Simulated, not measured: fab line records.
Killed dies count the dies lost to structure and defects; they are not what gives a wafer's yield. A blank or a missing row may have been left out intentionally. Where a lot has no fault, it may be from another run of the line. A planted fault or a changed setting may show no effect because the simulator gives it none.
fab line records -- flow n5-finfet
record lots=7, wafers=21
route steps=1938 shown HKMG_FIN@444 MOL_CONTACT_COAG@535 BEOL_M0_SAQP@663 BEOL_M0@715 BEOL_M1@770 BEOL_M2@868 BEOL_M3@969 BEOL_M5@1115
start-h: hours from the record's opening day to when the first of the lot's shown wafers began -- wait-h: hours from the lot's prior step to this one -- " repeats the value in the row above -- L1.1+2: a single row standing in for several wafers -- - value missing, or start not given -- * or withheld: withheld -- < > ~ a bound
route shown NAME@n: NAME is a module with steps in the file, n the number in the route of the first one -- usual: mean/standard deviation taken from wafers without a fault -- same: alike in all rows -- chamber/n: place in a boat -- sites: each site's reading -- _std_site: their standard deviation -- _edge_site: inner sites' mean taken away from outer sites' mean -- radius-mm: for every site, how far away it sits from the centre of the wafer -- mask NAME#n: copy n -- behind: tool/chamber where the wafer was last shaped -- hold: reason for holding the lot/hours on hold/outcome of the hold -- device: transistor that didn't switch, given as n, p or np -- end of line: the tests these same wafers got at the end of their route -- where a step has no rows: the recipe by itself -- killed: the dies lost at the first sort to structure and to defects; this is not the yield of the wafer -- map: the dies of a wafer, with x for killed, . for not killed, _ for no die there
set.NAME: the setting that was run; set.NAME@STEP: the one run at that earlier step -- model.NAME: the simulator's own value behind a step, which no gauge read
lots whose settings were changed on purpose; a table a step, a row a wafer
## steps
# step N5_HKMG_FIN_ETCH_86
# recipe chemistry=N2/H2, target=SOC, target-depth-a=3932, stop-on=TiN, ion-energy-ev=100, bias-w=61, pressure-mtorr=30, source-w=850, n2-flow-sccm=200, h2-flow-sccm=200
lot.wafer,tool,chamber,start-h,wait-h,set.target-depth-a,model.SOC_of_HKMG_FIN_COAT_85.thk-nm
L074.2,rie-diel-01,2,77.28,-,4268,8.6
L074.3,rie-diel-01,0,77.28,-,3932,21.6
L074.4,rie-diel-01,3,77.28,-,3932,14.4
L076.3+6,rie-diel-05,"2,1",88.53,-,4130,8.6
L076.4,rie-diel-05,0,88.53,-,3932,15.6
L080.3+5,rie-diel-01,1,116.38,-,3932,18.4
L080.4,rie-diel-01,2,116.38,-,3932,15.2
L085.3,rie-diel-05,2,145.59,-,3932,13.2
L085.4,rie-diel-05,0,145.59,-,3932,16
L085.5,rie-diel-05,1,145.59,-,4054,8.6
L088.4,rie-diel-01,3,164.39,-,3932,15.2
L088.5,rie-diel-01,1,164.39,-,3488,50.6
L088.6,rie-diel-01,0,164.39,-,3932,23
L091.1,rie-diel-06,1,179.95,-,3932,15.8
L091.2,rie-diel-06,2,179.95,-,3932,21
L091.6,rie-diel-06,3,179.95,-,3932,19.4
L093.2,rie-diel-05,0,194.64,-,3932,16.2
L093.3,rie-diel-05,1,194.64,-,3539,43.4
L093.5,rie-diel-05,0,194.64,-,3539,44.6
# step N5_MOL_CONTACT_COAG_CONTACT_ETCH_14
# recipe chemistry=C4F6/O2, target=SiO2, target-depth-a=275, overetch-a=85, mask-material=SOC, pressure-mtorr=30, source-w=370, bias-w=185, Ar_flow_sccm=300, C4F6_flow_sccm=16, O2_flow_sccm=10, time-s=20, ion-energy-ev=259.6
# usual rf-vpp-V=693/3.3
lot.wafer,tool,chamber,start-h,wait-h,set.source-w,rf-vpp-V
L074.2,rie-diel-05,2,88.00,0.0,370,692
L074.3,rie-diel-05,0,88.00,0.0,370,691
L074.4,rie-diel-05,2,88.00,0.0,331.9,710
L076.3,rie-diel-05,2,99.77,0.0,370,693
L076.4,rie-diel-05,2,99.77,0.0,370,691
L076.6,rie-diel-05,1,99.77,0.0,370,696
L080.3,rie-diel-05,1,128.39,0.0,370,696
L080.4,rie-diel-05,2,128.39,0.0,336.8,705
L080.5,rie-diel-05,0,128.39,0.0,336.8,712
L085.3,rie-diel-01,0,159.27,0.0,370,693
L085.4,rie-diel-01,2,159.27,0.0,370,689
L085.5,rie-diel-01,2,159.27,0.0,370,690
L088.4,rie-diel-06,3,176.33,0.0,350.6,705
L088.5,rie-diel-06,2,176.33,0.0,350.6,702
L088.6,rie-diel-06,1,176.33,0.0,370,698
L091.1,rie-diel-06,1,192.85,0.0,370,698
L091.2,rie-diel-06,0,192.85,0.0,370,697
L091.6,rie-diel-06,2,192.85,0.0,370,692
L093.2,rie-diel-06,1,205.58,0.0,370,698
L093.3,rie-diel-06,3,205.58,0.0,328.6,721
L093.5,rie-diel-06,3,205.58,0.0,328.6,720
# step N5_MOL_CONTACT_COAG_ETCH_67
# recipe chemistry=N2/H2, target=SOC, target-depth-a=600, overetch-a=210, mask-material=SiARC, temp-c=40, time-s=101.2, ion-energy-ev=200, pressure-mtorr=30, source-w=840, bias-w=150, n2-flow-sccm=200, h2-flow-sccm=200
# usual rf-vpp-V=524.2/2.6
lot.wafer,tool,chamber,start-h,wait-h,set.source-w,rf-vpp-V
L074.2,rie-diel-01,3,98.15,0.0,840,521.5
L074.3,rie-diel-01,1,98.15,0.0,840,521.7
L074.4,rie-diel-01,0,98.15,0.0,840,524.1
L076.3,rie-diel-01,3,112.71,0.0,961.3,498.8
L076.4,rie-diel-01,2,112.71,0.0,840,521.1
L076.6,rie-diel-01,1,112.71,0.0,961.3,501.4
L080.3,rie-diel-01,0,139.38,0.0,840,524.1
L080.4,rie-diel-01,1,139.38,0.0,840,523.3
L080.5,rie-diel-01,2,139.38,0.0,840,522.1
L085.3,rie-diel-06,3,170.51,0.0,840,527.4
L085.4,rie-diel-06,2,170.51,0.0,840,521.9
L085.5,rie-diel-06,1,170.51,0.0,840,528.3
L088.4,rie-diel-01,3,189.53,0.0,840,521.4
L088.5,rie-diel-01,3,189.53,0.0,840,521.8
L088.6,rie-diel-01,2,189.53,0.0,840,521.5
L091.1,rie-diel-06,3,204.55,0.0,840,524.9
L091.2,rie-diel-06,1,204.55,0.0,840,528.1
L091.6,rie-diel-06,2,204.55,0.0,840,523.0
L093.2,rie-diel-06,2,216.46,0.0,840,523.5
L093.3,rie-diel-06,1,216.46,0.0,749.8,548.7
L093.5,rie-diel-06,3,216.46,0.0,749.8,546.9
# step N5_MOL_CONTACT_COAG_ETCHBACK_136
# recipe chemistry=CHF3, target=SiO2, target-depth-a=250, time-s=16.7, ion-energy-ev=200, pressure-mtorr=30, source-w=610, bias-w=170, Ar_flow_sccm=200, CHF3_flow_sccm=50
lot.wafer,tool,chamber,start-h,wait-h,set.target-depth-a
L074.2+3,rie-diel-01,"3,1",98.24,0.0,237.7
L074.4,rie-diel-01,0,98.24,0.0,250
L076.3+4+6,rie-diel-01,"3,2,1",112.80,0.0,250
L080.3+4+5,rie-diel-01,"0,1,2",139.47,0.0,250
L085.3+5,rie-diel-06,"3,1",170.60,0.0,250
L085.4,rie-diel-06,2,170.60,0.0,263.6
L088.4,rie-diel-01,3,189.62,0.0,281.4
L088.5+6,rie-diel-01,"3,2",189.62,0.0,250
L091.1+2+6,rie-diel-06,"3,1,2",204.64,0.0,250
L093.2+3,rie-diel-06,"2,1",216.55,0.0,281.1
L093.5,rie-diel-06,3,216.55,0.0,250
# step N5_MOL_CONTACT_COAG_STRIP_120
# recipe chemistry=CHF3, resist=SiARC, rf-frequency-hz=6e+07
# step N5_MOL_CONTACT_COAG_VIA_ETCH_117
# recipe chemistry=C4F6/O2, target-depth-a=400, overetch-a=80, mask-material=SOC, target=SiO2, bias-w=455, pressure-mtorr=10, time-s=26, source-w=325, Ar_flow_sccm=300, C4F6_flow_sccm=10, O2_flow_sccm=10, ion-energy-ev=575.3, ends=end-point
lot.wafer,tool,chamber,start-h,wait-h,set.target-depth-a@MOL_CONTACT_COAG_ETCHBACK_136,model.etch.depth-nm,model.MOL_CONTACT_COAG.feature-depth-nm
L074.2,rie-diel-01,3,98.27,0.0,237.7,41.31,41.4
L074.3,rie-diel-01,1,98.27,0.0,237.7,41.3,41.4
L074.4,rie-diel-01,0,98.27,0.0,250,40.49,40.4
L076.3,rie-diel-01,3,112.84,0.0,250,40.55,40.6
L076.4,rie-diel-01,2,112.84,0.0,250,40.4,40.4
L076.6,rie-diel-01,1,112.84,0.0,250,40.8,40.8
L080.3,rie-diel-01,0,139.50,0.0,250,40.57,40.6
L080.4,rie-diel-01,1,139.50,0.0,250,40.35,40.4
L080.5,rie-diel-01,2,139.50,0.0,250,39.87,39.8
L085.3,rie-diel-06,3,170.63,0.0,250,40.52,40.6
L085.4,rie-diel-06,2,170.63,0.0,263.6,38.82,38.8
L085.5,rie-diel-06,1,170.63,0.0,250,40.23,40.2
L088.4,rie-diel-01,3,189.66,0.0,281.4,37.03,37
L088.5,rie-diel-01,3,189.66,0.0,250,40.13,40.2
L088.6,rie-diel-01,2,189.66,0.0,250,40.23,40.2
L091.1,rie-diel-06,3,204.67,0.0,250,40.13,40.2
L091.2,rie-diel-06,1,204.67,0.0,250,39.96,40
L091.6,rie-diel-06,2,204.67,0.0,250,40.46,40.4
L093.2,rie-diel-06,2,216.58,0.0,281.1,36.99,37
L093.3,rie-diel-06,1,216.58,0.0,281.1,36.64,36.6
L093.5,rie-diel-06,3,216.58,0.0,250,39.96,40
# step N5_BEOL_M0_SAQP_SPACER1_ALD_98
# recipe material=SiO2, target-thk-a=128, temp-c=300, ald-precursor-family=BDEAS, ald-co-reactant=O2-plasma, pulse-time-s=1, purge-time-s=2, co-reactant-purge-time-s=2, ald-cycles=138, pressure-torr=2
lot.wafer,tool,chamber,start-h,wait-h,set.temp-c,model.SiO2_of_BEOL_M0_SAQP_SPACER1_ALD_98.thk-nm
L074.2+4,ald-sin-03,"1,0",107.29,0.3,288,13.4
L074.3,ald-sin-03,3,107.29,0.3,300,12.8
L076.3+4+6,ald-sin-03,"1,0,1",121.25,0.1,300,12.8
L080.3,ald-sin-02,0,147.05,0.7,300,12.8
L080.4+5,ald-sin-02,"3,1",147.05,0.7,287.7,13.4
L085.3+4+5,ald-sin-03,"1,2,2",179.33,2.6,300,12.8
L088.4+5+6,ald-sin-03,"1,3,2",201.12,0.5,300,12.8
L091.1+2+6,ald-sin-03,"0,2,0",213.05,1.8,300,12.8
L093.2,ald-sin-04,1,223.67,0.8,300,12.8
L093.3+5,ald-sin-04,"0,1",223.67,0.8,311.2,12.6
# step N5_BEOL_M0_SAQP_SPACER1_ETCHBACK_99
# recipe chemistry=CHF3/O2, mode=anisotropic-etchback, target=SiO2, target-depth-a=154, time-s=7.7, pressure-mtorr=30, source-w=650, bias-w=170, Ar_flow_sccm=200, CHF3_flow_sccm=50, O2_flow_sccm=5, ion-energy-ev=200
# step N5_BEOL_M0_SAQP_MANDREL1_REMOVE_100
# recipe chemistry=HBr/Cl2/O2, bt-time-s=10, target=a-Si, stop-on=SiNx, endpoint=OES-SiCl, over-etch-frac=0.85, icp-w=600, bias-w=30, HBr_flow_sccm=150, Cl2_flow_sccm=80, O2_flow_sccm=5, pressure-mtorr=10
lot.wafer,tool,chamber,start-h,wait-h,set.temp-c@BEOL_M0_SAQP_SPACER1_ALD_98,model.BEOL_M0_SAQP.cd-nm
L074.2+4,rie-si-02,"3,1",107.87,0.1,288,13.4
L074.3,rie-si-02,0,107.87,0.1,300,12.8
L076.3+4,rie-si-02,"0,1",121.82,0.1,300,12.8
L076.6,rie-si-02,3,121.82,0.1,300,13
L080.3,rie-si-02,3,147.61,0.1,300,12.8
L080.4+5,rie-si-02,"2,3",147.61,0.1,287.7,13.4
L085.3+4+5,rie-si-04,"0,2,0",179.90,0.1,300,12.8
L088.4+5+6,rie-si-03,"2,1,0",201.45,0.1,300,12.8
L091.1+2,rie-si-03,"2,1",213.94,0.1,300,13
L091.6,rie-si-03,3,213.94,0.1,300,12.8
L093.2,rie-si-03,1,224.23,0.1,300,12.8
L093.3+5,rie-si-03,"0,3",224.23,0.1,311.2,12.6
# step N5_BEOL_M0_ETCH_138
# recipe chemistry=CH3F/O2, target-depth-a=120, target=SiCN, time-s=31.6, ion-energy-ev=120, pressure-mtorr=30, source-w=395, bias-w=75, Ar_flow_sccm=150, CH3F_flow_sccm=30, O2_flow_sccm=20, ends=cleared
# usual rf-vpp-V=297.4/1.7
lot.wafer,tool,chamber,start-h,wait-h,set.source-w,rf-vpp-V
L074.2,rie-diel-01,2,112.16,0.0,395,294.9
L074.3,rie-diel-01,1,112.16,0.0,395,297.5
L074.4,rie-diel-01,0,112.16,0.0,395,296.2
L076.3,rie-diel-01,3,126.22,0.0,395,296.6
L076.4,rie-diel-01,0,126.22,0.0,395,297.1
L076.6,rie-diel-01,1,126.22,0.0,395,296.1
L080.3,rie-diel-06,2,151.62,0.0,395,298.8
L080.4,rie-diel-06,3,151.62,0.0,395,299.2
L080.5,rie-diel-06,2,151.62,0.0,328.7,314.1
L085.3,rie-diel-06,2,183.88,0.0,395,297.8
L085.4,rie-diel-06,0,183.88,0.0,451.5,285.2
L085.5,rie-diel-06,1,183.88,0.0,451.5,286.8
L088.4,rie-diel-05,0,205.47,0.0,439.5,286.4
L088.5,rie-diel-05,3,205.47,0.0,395,300.8
L088.6,rie-diel-05,2,205.47,0.0,395,296.3
L091.1,rie-diel-01,0,217.86,0.0,395,295.6
L091.2,rie-diel-01,3,217.86,0.0,395,295.2
L091.6,rie-diel-01,0,217.86,0.0,395,295.5
L093.2,rie-diel-01,3,228.47,0.0,463.9,280.1
L093.3,rie-diel-01,0,228.47,0.0,395,296.8
L093.5,rie-diel-01,1,228.47,0.0,463.9,280.6
# step N5_BEOL_M1_ETCH_64
# recipe chemistry=N2/H2, target=SOC, target-depth-a=750, overetch-a=150, mask-material=SiARC, temp-c=40, time-s=112.5, ion-energy-ev=200, pressure-mtorr=30, source-w=840, bias-w=150, n2-flow-sccm=200, h2-flow-sccm=200
# usual rf-vpp-V=523.0/2.4
lot.wafer,tool,chamber,start-h,wait-h,set.bias-w,rf-vpp-V,model.SiARC_of_BEOL_M1_COAT_62.thk-nm
L074.2,rie-diel-03,3,120.52,0.0,150,520.5,6.8
L074.3,rie-diel-03,1,120.52,0.0,165.7,558.9,6
L074.4,rie-diel-03,2,120.52,0.0,165.7,554.6,6.2
L076.3,rie-diel-04,0,132.04,0.0,161.5,549.5,6.4
L076.4,rie-diel-04,3,132.04,0.0,150,523.3,6.8
L076.6,rie-diel-04,2,132.04,0.0,150,521.9,7
L080.3,rie-diel-03,2,159.90,0.0,150,521.2,6.8
L080.4,rie-diel-03,3,159.90,0.0,150,522.6,6.8
L080.5,rie-diel-03,3,159.90,0.0,150,522.3,7
L085.3,rie-diel-04,1,191.41,0.0,150,525.6,6.6
L085.4,rie-diel-04,0,191.41,0.0,131.2,479.7,7.6
L085.5,rie-diel-04,3,191.41,0.0,150,521.5,6.8
L088.4,rie-diel-04,1,214.50,0.0,172.2,572.9,5.8
L088.5,rie-diel-04,3,214.50,0.0,172.2,570.7,5.8
L088.6,rie-diel-04,0,214.50,0.0,172.2,570.2,6
L091.1,rie-diel-02,1,228.51,0.0,150,518.8,6.8
L091.2,rie-diel-02,3,228.51,0.0,150,525.2,6.8
L091.6,rie-diel-02,3,228.51,0.0,150,525.0,6.8
L093.2,rie-diel-04,2,237.85,0.0,150,522.5,6.8
L093.3,rie-diel-04,3,237.85,0.0,150,523.6,6.8
L093.5,rie-diel-04,0,237.85,0.0,163.3,552.6,6.4
# step N5_BEOL_M2_COAT_68
# recipe resist=SiARC, temp-c=220, time-s=60, spin-rpm=1500, resist-thk-nm=12
lot.wafer,tool,chamber,start-h,wait-h,set.spin-rpm,model.SiARC_of_BEOL_M2_COAT_68.thk-nm
L074.2+3+4,litho-track-02,0,-,-,1500,12
L076.3+4+6,litho-track-02,0,-,-,1500,12
L080.3,litho-track-02,0,-,-,1500,12
L080.4+5,litho-track-02,0,-,-,1631,11.6
L085.3,litho-track-01,0,-,-,1605,11.6
L085.4+5,litho-track-01,0,-,-,1500,12
L088.4,litho-track-04,0,-,-,1665,11.4
L088.5+6,litho-track-04,0,-,-,1500,12
L091.1+2+6,litho-track-04,0,-,-,1500,12
L093.2+3+5,litho-track-04,0,-,-,1500,12
# step N5_BEOL_M2_COAT_76
# recipe resist=underlayer, temp-c=205, time-s=60, spin-rpm=1500, resist-thk-nm=5
# step N5_BEOL_M2_COAT_22
# recipe resist=CAR-EUV, spin-rpm=1500, resist-thk-nm=30
# step N5_BEOL_M2_DESCUM_33
# recipe chemistry=O2, time-s=7, source-power-w=50, bias-power-w=20, pressure-mtorr=20, rf-frequency-hz=2.712e+07, temp-c=40, resist=CAR-EUV, o2-flow-sccm=225
# step N5_BEOL_M2_ETCH_77
# recipe chemistry=N2/H2, target=underlayer, target-depth-a=65, mask-material=CAR-EUV, time-s=5.2, ion-energy-ev=200, pressure-mtorr=30, source-w=840, bias-w=150, n2-flow-sccm=200, h2-flow-sccm=200, ends=cleared
# step N5_BEOL_M2_ETCH_69
# recipe chemistry=CF4, target=SiARC, target-depth-a=156, mask-material=CAR-EUV, time-s=26, ion-energy-ev=80, pressure-mtorr=40, source-w=545, bias-w=36, Ar_flow_sccm=100, cf4-flow-sccm=100, ends=cleared
lot.wafer,tool,chamber,start-h,wait-h,set.spin-rpm@BEOL_M2_COAT_68,model.etch.depth-nm
L074.2+4,rie-diel-01,"3,0",132.11,0.0,1500,12.02
L074.3,rie-diel-01,1,132.11,0.0,1500,12.06
L076.3,rie-diel-01,1,146.69,0.0,1500,11.95
L076.4,rie-diel-01,2,146.69,0.0,1500,11.97
L076.6,rie-diel-01,2,146.69,0.0,1500,12
L080.3,rie-diel-05,2,172.20,0.0,1500,12.04
L080.4,rie-diel-05,0,172.20,0.0,1631,11.51
L080.5,rie-diel-05,2,172.20,0.0,1631,11.54
L085.3,rie-diel-01,1,205.24,0.0,1605,11.64
L085.4,rie-diel-01,0,205.24,0.0,1500,11.94
L085.5,rie-diel-01,0,205.24,0.0,1500,11.98
L088.4,rie-diel-06,0,224.37,0.0,1665,11.43
L088.5,rie-diel-06,2,224.37,0.0,1500,12.02
L088.6,rie-diel-06,1,224.37,0.0,1500,12.06
L091.1,rie-diel-05,1,241.17,0.0,1500,11.99
L091.2,rie-diel-05,3,241.17,0.0,1500,12.01
L091.6,rie-diel-05,2,241.17,0.0,1500,12.02
L093.2+3,rie-diel-05,"2,3",248.21,0.0,1500,12.04
L093.5,rie-diel-05,1,248.21,0.0,1500,12.06
# step N5_BEOL_M2_ALD_98
# recipe material=SiO2, target-thk-a=25, temp-c=100, ald-precursor-family=BDEAS, ald-co-reactant=O2-plasma, pulse-time-s=1, co-reactant-pulse-time-s=1, purge-time-s=2, co-reactant-purge-time-s=2, ald-cycles=17, pressure-torr=2
# step N5_BEOL_M2_ETCHBACK_99
# recipe chemistry=CHF3, target=SiO2, target-depth-a=50, time-s=10.4, source-w=215, bias-w=47, Ar_flow_sccm=200, CHF3_flow_sccm=12, ion-energy-ev=100, pressure-mtorr=30
lot.wafer,tool,chamber,start-h,wait-h,set.spin-rpm@BEOL_M2_COAT_68,model.CAR-EUV_of_BEOL_M2_COAT_22.thk-nm
L074.2+3+4,rie-diel-05,"0,1,2",139.14,6.8,1500,10.4
L076.3+4+6,rie-diel-01,"3,0,2",148.20,1.2,1500,10.4
L080.3,rie-diel-01,1,172.40,0.1,1500,10.4
L080.4+5,rie-diel-01,"3,1",172.40,0.1,1631,10.8
L085.3,rie-diel-01,1,206.04,0.7,1605,10.8
L085.4+5,rie-diel-01,"2,0",206.04,0.7,1500,10.6
L088.4,rie-diel-05,2,229.74,5.0,1665,10.8
L088.5,rie-diel-05,0,229.74,5.0,1500,10.4
L088.6,rie-diel-05,3,229.74,5.0,1500,10.2
L093.2+3+5,rie-diel-01,"1,3,3",250.36,1.9,1500,10.4
L091.1+2+6,rie-diel-01,"3,2,2",252.16,9.3,1500,10.2
# step N5_BEOL_M2_ETCH_70
# recipe chemistry=N2/H2, target=SOC, target-depth-a=800, overetch-a=240, mask-material=SiARC, temp-c=40, time-s=130, ion-energy-ev=200, pressure-mtorr=30, source-w=840, bias-w=150, n2-flow-sccm=200, h2-flow-sccm=200
lot.wafer,tool,chamber,start-h,wait-h,set.spin-rpm@BEOL_M2_COAT_68,model.SiARC_of_BEOL_M2_COAT_68.thk-nm
L074.2+3+4,rie-diel-05,"0,1,2",139.17,0.0,1500,5.8
L076.3+6,rie-diel-01,"3,2",148.23,0.0,1500,5.8
L076.4,rie-diel-01,0,148.23,0.0,1500,6
L080.3,rie-diel-01,1,172.44,0.0,1500,6
L080.4,rie-diel-01,3,172.44,0.0,1631,5.2
L080.5,rie-diel-01,1,172.44,0.0,1631,5.4
L085.3,rie-diel-01,1,206.07,0.0,1605,5.6
L085.4,rie-diel-01,2,206.07,0.0,1500,5.8
L085.5,rie-diel-01,0,206.07,0.0,1500,6
L088.4,rie-diel-05,2,229.77,0.0,1665,5
L088.5+6,rie-diel-05,"0,3",229.77,0.0,1500,5.8
L093.2,rie-diel-01,1,250.40,0.0,1500,6
L093.3+5,rie-diel-01,3,250.40,0.0,1500,5.8
L091.1+2+6,rie-diel-01,"3,2,2",252.19,0.0,1500,5.8
# step N5_BEOL_M3_DESCUM_33
# recipe chemistry=O2, time-s=7, source-power-w=50, bias-power-w=20, pressure-mtorr=20, rf-frequency-hz=2.712e+07, temp-c=40, resist=CAR-EUV, o2-flow-sccm=225
lot.wafer,tool,chamber,start-h,wait-h,set.time-s,model.CAR-EUV_of_BEOL_M3_COAT_22.thk-nm
L074.2+3,rie-diel-03,"1,0",145.51,0.2,7,26
L074.4,rie-diel-03,3,145.51,0.2,8.569,25.2
L076.3+6,rie-diel-03,1,155.91,0.0,5.937,26.6
L076.4,rie-diel-03,0,155.91,0.0,7,26.2
L080.3+5,rie-diel-02,"1,0",181.81,0.0,7,26.2
L080.4,rie-diel-02,1,181.81,0.0,7,26
L085.3,rie-diel-04,1,215.69,0.0,7,26.4
L085.4,rie-diel-04,2,215.69,0.0,6.332,26.4
L085.5,rie-diel-04,1,215.69,0.0,7,26.2
L088.4+6,rie-diel-03,"0,3",240.91,0.0,7,26.2
L088.5,rie-diel-03,2,240.91,0.0,7,26
L093.2,rie-diel-02,0,257.56,0.0,7,26.2
L093.3+5,rie-diel-02,"1,0",257.56,0.0,7,26
L091.1,rie-diel-02,0,262.37,0.2,7,26
L091.2+6,rie-diel-02,3,262.37,0.2,7,26.2
# step N5_BEOL_M3_VIA_ETCH_34
# recipe chemistry=C4F6/O2, target-depth-a=694, mask-material=SOC, pressure-mtorr=15, ion-energy-ev=250, taper-deg=4, time-s=65.9, source-w=350, bias-w=170, Ar_flow_sccm=300, C4F6_flow_sccm=10, O2_flow_sccm=10
# usual rf-vpp-V=664/6.5
lot.wafer,tool,chamber,start-h,wait-h,set.bias-w,rf-vpp-V
L074.2,rie-diel-04,1,146.81,0.0,159,641
L074.3,rie-diel-04,0,146.81,0.0,170,667
L074.4,rie-diel-04,3,146.81,0.0,170,662
L076.3,rie-diel-02,3,158.70,0.0,170,672
L076.4,rie-diel-02,1,158.70,0.0,170,655
L076.6,rie-diel-02,0,158.70,0.0,170,661
L080.3,rie-diel-02,2,182.20,0.0,170,660
L080.4,rie-diel-02,0,182.20,0.0,170,661
L080.5,rie-diel-02,1,182.20,0.0,170,656
L085.3,rie-diel-04,1,216.34,0.0,141.5,583
L085.4,rie-diel-04,2,216.34,0.0,141.5,570
L085.5,rie-diel-04,1,216.34,0.0,170,677
L088.4,rie-diel-02,0,242.76,0.0,190.5,723
L088.5,rie-diel-02,2,242.76,0.0,190.5,723
L088.6,rie-diel-02,1,242.76,0.0,170,656
L093.2,rie-diel-02,2,258.99,0.0,170,662
L093.3,rie-diel-02,3,258.99,0.0,148.3,602
L093.5,rie-diel-02,3,258.99,0.0,170,670
L091.1,rie-diel-04,0,262.81,0.0,170,666
L091.2,rie-diel-04,2,262.81,0.0,170,659
L091.6,rie-diel-04,1,262.81,0.0,170,675
# step N5_BEOL_M3_TRENCH_ETCH_37
# recipe chemistry=C4F6/O2, target-depth-a=555.55, target=SiOC, time-s=29.2, ion-energy-ev=250, pressure-mtorr=30, source-w=355, bias-w=185, Ar_flow_sccm=300, C4F6_flow_sccm=10, O2_flow_sccm=10
# usual rf-vpp-V=663/6.4
lot.wafer,tool,chamber,start-h,wait-h,set.source-w,rf-vpp-V
L074.2,rie-diel-04,1,-,-,355,676
L074.3,rie-diel-04,0,-,-,355,667
L074.4,rie-diel-04,3,-,-,355,661
L076.3,rie-diel-02,3,-,-,355,672
L076.4,rie-diel-02,1,-,-,355,656
L076.6,rie-diel-02,0,-,-,335.2,680
L080.3,rie-diel-02,2,-,-,355,661
L080.4,rie-diel-02,0,-,-,393.3,628
L080.5,rie-diel-02,1,-,-,355,655
L085.3,rie-diel-04,1,-,-,355,676
L085.4,rie-diel-04,2,-,-,355,661
L085.5,rie-diel-04,1,-,-,355,675
L088.4,rie-diel-02,0,-,-,301.5,718
L088.5,rie-diel-02,2,-,-,301.5,718
L088.6,rie-diel-02,1,-,-,355,655
L093.2,rie-diel-02,2,-,-,355,660
L093.3,rie-diel-02,3,-,-,355,669
L093.5,rie-diel-02,3,-,-,407.4,626
L091.1,rie-diel-04,0,-,-,355,666
L091.2,rie-diel-04,2,-,-,355,659
L091.6,rie-diel-04,1,-,-,355,675
# step N5_BEOL_M5_PECVD_70
# recipe material=SiO2, target-thk-a=160, temp-c=400, precursor=TEOS/O2, pressure-torr=5.5, rf-w=450, teos-flow-sccm=53.8, gas=O2, flow-sccm=3000, time-s=18
lot.wafer,tool,chamber,start-h,wait-h,set.time-s,model.SiO2_of_BEOL_M5_PECVD_70.thk-nm
L074.2+4,pecvd-01,"0,2",164.32,0.0,18,15.8
L074.3,pecvd-01,2,164.32,0.0,18,15.6
L076.3,pecvd-01,1,181.18,0.0,18,15.8
L076.4,pecvd-01,0,181.18,0.0,18,16.2
L076.6,pecvd-01,1,181.18,0.0,18,16
L080.3,pecvd-01,1,201.84,0.0,18,15.8
L080.4,pecvd-01,0,201.84,0.0,18,16
L080.5,pecvd-01,1,201.84,0.0,17.27,15.4
L085.3+4,pecvd-04,"1,2",238.51,0.0,18,16.2
L085.5,pecvd-04,0,238.51,0.0,16.73,15
L088.4+5+6,pecvd-03,"2,0,1",262.18,0.1,18,16.2
L093.2,pecvd-03,0,277.04,0.0,18,16
L093.3,pecvd-03,2,277.04,0.0,15.73,14
L093.5,pecvd-03,1,277.04,0.0,18,16.2
L091.1,pecvd-01,1,280.53,0.0,18,15.8
L091.2,pecvd-01,2,280.53,0.0,18,15.6
L091.6,pecvd-01,1,280.53,0.0,18,16.2
## key
split step=N5_HKMG_FIN_ETCH_86, setting=target-depth-a, stated=3932, by=wafer
response step=N5_HKMG_FIN_ETCH_86, reading=model.SOC_of_HKMG_FIN_COAT_85.thk-nm, change=-2.29, per=1%, r=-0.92
split step=N5_MOL_CONTACT_COAG_CONTACT_ETCH_14, setting=source-w, stated=370, by=wafer
response step=N5_MOL_CONTACT_COAG_CONTACT_ETCH_14, reading=rf-vpp-V, change=-1.72, per=1%, r=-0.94
split step=N5_MOL_CONTACT_COAG_ETCH_67, setting=source-w, stated=840, by=wafer
response step=N5_MOL_CONTACT_COAG_ETCH_67, reading=rf-vpp-V, change=-1.74, per=1%, r=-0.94
split step=N5_MOL_CONTACT_COAG_ETCHBACK_136, setting=target-depth-a, stated=250, by=wafer
response step=N5_MOL_CONTACT_COAG_VIA_ETCH_117, reading=model.etch.depth-nm, change=-0.249, per=1%, r=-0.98
response step=N5_MOL_CONTACT_COAG_VIA_ETCH_117, reading=model.MOL_CONTACT_COAG.feature-depth-nm, change=-0.256, per=1%, r=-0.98
split step=N5_BEOL_M0_SAQP_SPACER1_ALD_98, setting=temp-c, stated=300, by=wafer
response step=N5_BEOL_M0_SAQP_SPACER1_ALD_98, reading=model.SiO2_of_BEOL_M0_SAQP_SPACER1_ALD_98.thk-nm, change=-0.12, per=1%, r=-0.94
response step=N5_BEOL_M0_SAQP_MANDREL1_REMOVE_100, reading=model.BEOL_M0_SAQP.cd-nm, change=-0.12, per=1%, r=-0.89
split step=N5_BEOL_M0_ETCH_138, setting=source-w, stated=395, by=wafer
response step=N5_BEOL_M0_ETCH_138, reading=rf-vpp-V, change=-0.922, per=1%, r=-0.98
split step=N5_BEOL_M1_ETCH_64, setting=bias-w, stated=150, by=wafer
response step=N5_BEOL_M1_ETCH_64, reading=rf-vpp-V, change=+3.46, per=1%, r=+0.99
response step=N5_BEOL_M1_ETCH_64, reading=model.SiARC_of_BEOL_M1_COAT_62.thk-nm, change=-0.0643, per=1%, r=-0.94
split step=N5_BEOL_M2_COAT_68, setting=spin-rpm, stated=1500, by=wafer
response step=N5_BEOL_M2_COAT_68, reading=model.SiARC_of_BEOL_M2_COAT_68.thk-nm, change=-0.0524, per=1%, r=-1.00
response step=N5_BEOL_M2_ETCH_69, reading=model.etch.depth-nm, change=-0.055, per=1%, r=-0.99
response step=N5_BEOL_M2_ETCHBACK_99, reading=model.CAR-EUV_of_BEOL_M2_COAT_22.thk-nm, change=+0.0422, per=1%, r=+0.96
response step=N5_BEOL_M2_ETCH_70, reading=model.SiARC_of_BEOL_M2_COAT_68.thk-nm, change=-0.0691, per=1%, r=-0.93
split step=N5_BEOL_M3_DESCUM_33, setting=time-s, stated=7, by=wafer
response step=N5_BEOL_M3_DESCUM_33, reading=model.CAR-EUV_of_BEOL_M3_COAT_22.thk-nm, change=-0.0303, per=1%, r=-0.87
split step=N5_BEOL_M3_VIA_ETCH_34, setting=bias-w, stated=170, by=wafer
response step=N5_BEOL_M3_VIA_ETCH_34, reading=rf-vpp-V, change=+5.49, per=1%, r=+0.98
split step=N5_BEOL_M3_TRENCH_ETCH_37, setting=source-w, stated=355, by=wafer
response step=N5_BEOL_M3_TRENCH_ETCH_37, reading=rf-vpp-V, change=-3.28, per=1%, r=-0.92
split step=N5_BEOL_M5_PECVD_70, setting=time-s, stated=18, by=wafer
response step=N5_BEOL_M5_PECVD_70, reading=model.SiO2_of_BEOL_M5_PECVD_70.thk-nm, change=+0.164, per=1%, r=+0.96
